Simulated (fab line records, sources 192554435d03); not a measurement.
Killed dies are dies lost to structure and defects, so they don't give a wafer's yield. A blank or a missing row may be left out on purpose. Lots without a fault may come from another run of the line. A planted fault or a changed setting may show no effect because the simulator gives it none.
Split-lot experiment | flow n5_finfet | 7 lots, 39 wafers read, on a route of 1938 steps

THE SPLIT
At N5_PMOS_HMC_CHANNEL_EPI_DESCUM_14 (chemistry O2, time 7.9 s), the setting time_s was moved away from the recipe's 7.9 s on 12 of the 39 wafers read, by -51.0% to +45.8%. The other wafers ran this setting at the recipe's value.

The reading is taken at the split's own step.

THE READING
CAR-ArF-block_of_PMOS_HMC_CHANNEL_EPI_COAT_03.thk_nm (the simulator's own value, which no gauge read), in nm, at N5_PMOS_HMC_CHANNEL_EPI_DESCUM_14 (chemistry O2, time 7.9 s). The file gives no usual value for it. The 27 wafers here that ran the recipe average 198.5 nm, standard deviation 0.46 nm.

wafer  | tool, chamber at the split | time_s as run, s | against the recipe | CAR-ArF-block_of_PMOS_HMC_CHANNEL_EPI_COAT_03.thk_nm, nm | against lot-mates on the recipe
L076.1 | rie_diel-04, 2             | 7.9              | recipe             | 198.7                                                    | -
L076.2 | rie_diel-04, 1             | 6.524            | -17.4%             | 199.8                                                    | +1.2
L076.3 | rie_diel-04, 0             | 7.9              | recipe             | 198.6                                                    | -
L076.4 | rie_diel-04, 3             | 6.524            | -17.4%             | 199.5                                                    | +0.9
L076.5 | rie_diel-04, 0             | 7.9              | recipe             | 198.4                                                    | -
L076.6 | rie_diel-04, 1             | 6.524            | -17.4%             | 200.1                                                    | +1.5
L080.1 | rie_diel-02, 3             | 7.9              | recipe             | 198                                                      | -
L080.2 | rie_diel-02, 2             | 7.9              | recipe             | 197.6                                                    | -
L080.3 | rie_diel-02, 0             | 7.9              | recipe             | 198.1                                                    | -
L080.4 | rie_diel-02, 2             | 3.871            | -51.0%             | 200.8                                                    | +2.9
L080.5 | rie_diel-02, 0             | 3.871            | -51.0%             | 200.4                                                    | +2.5
L080.6 | rie_diel-02, 3             | 3.871            | -51.0%             | 200.2                                                    | +2.3
L081.1 | rie_diel-04, 0,2           | 7.9              | recipe             | 199                                                      | -
L081.6 | rie_diel-04, 0,2           | 7.9              | recipe             | 199                                                      | -
L081.2 | rie_diel-04, 2,3           | 7.9              | recipe             | 198.8                                                    | -
L081.5 | rie_diel-04, 2,3           | 7.9              | recipe             | 198.8                                                    | -
L081.3 | rie_diel-04, 3             | 7.9              | recipe             | 199.9                                                    | -
L081.4 | rie_diel-04, 1             | 7.9              | recipe             | 199.1                                                    | -
L087.2 | rie_diel-03, 1             | 7.9              | recipe             | 198.4                                                    | -
L087.3 | rie_diel-03, 0             | 7.9              | recipe             | 198                                                      | -
L087.5 | rie_diel-03, 3             | 7.9              | recipe             | 198.6                                                    | -
L089.1 | rie_diel-03, 0             | 5.291            | -33.0%             | 200                                                      | +1.5
L089.2 | rie_diel-03, 3             | 5.291            | -33.0%             | 201                                                      | +2.5
L089.3 | rie_diel-03, 1             | 7.9              | recipe             | 198.5                                                    | -
L089.4 | rie_diel-03, 2             | 7.9              | recipe             | 198.7                                                    | -
L089.5 | rie_diel-03, 2             | 7.9              | recipe             | 198.2                                                    | -
L089.6 | rie_diel-03, 1             | 5.291            | -33.0%             | 200.4                                                    | +1.9
L094.1 | rie_diel-03, 2             | 7.9              | recipe             | 198.3                                                    | -
L094.2 | rie_diel-03, 1,0           | 7.9              | recipe             | 198.6                                                    | -
L094.3 | rie_diel-03, 1,0           | 7.9              | recipe             | 198.6                                                    | -
L094.4 | rie_diel-03, 2,0           | 7.9              | recipe             | 198.8                                                    | -
L094.5 | rie_diel-03, 2,0           | 7.9              | recipe             | 198.8                                                    | -
L094.6 | rie_diel-03, 1             | 7.9              | recipe             | 198.9                                                    | -
L095.1 | rie_diel-04, 2             | 7.9              | recipe             | 197.8                                                    | -
L095.2 | rie_diel-04, 0             | 11.52            | +45.8%             | 196.1                                                    | -2.0
L095.3 | rie_diel-04, 3             | 11.52            | +45.8%             | 196                                                      | -2.1
L095.4 | rie_diel-04, 1             | 7.9              | recipe             | 198.2                                                    | -
L095.5 | rie_diel-04, 2             | 11.52            | +45.8%             | 195.6                                                    | -2.5
L095.6 | rie_diel-04, 1             | 7.9              | recipe             | 198.3                                                    | -
Where a row lists several chambers, the file gives one row for several wafers and doesn't say which wafer went through which chamber.

THE FIT
A straight line over all 39 wafers: CAR-ArF-block_of_PMOS_HMC_CHANNEL_EPI_COAT_03.thk_nm changes by -0.0502 nm for each +1% of time_s; r = -0.91; the points scatter about the line by 0.49 nm.
The same after taking each lot's own level away (the mean of its wafers on the recipe; 39 wafers): -0.0519 nm for each +1%; r = -0.97; scatter 0.3 nm.
On that fit, the largest move of time_s shifts the reading by 2.6 nm.
The lots' own levels span 197.90 to 199.10 nm, that is 2.6 times the standard deviation above.
So the lot-to-lot level changes the slope little: the two slopes agree.
Check: with one of the wafers moved furthest among these (-51.0%) left out of the fit, the line predicts +2.67 nm for it against its lot-mates. It came out at +2.9 nm against them.

THE FILE'S OWN FIT
CAR-ArF-block_of_PMOS_HMC_CHANNEL_EPI_COAT_03.thk_nm changes by -0.0524 nm for each +1% of time_s, r = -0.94.
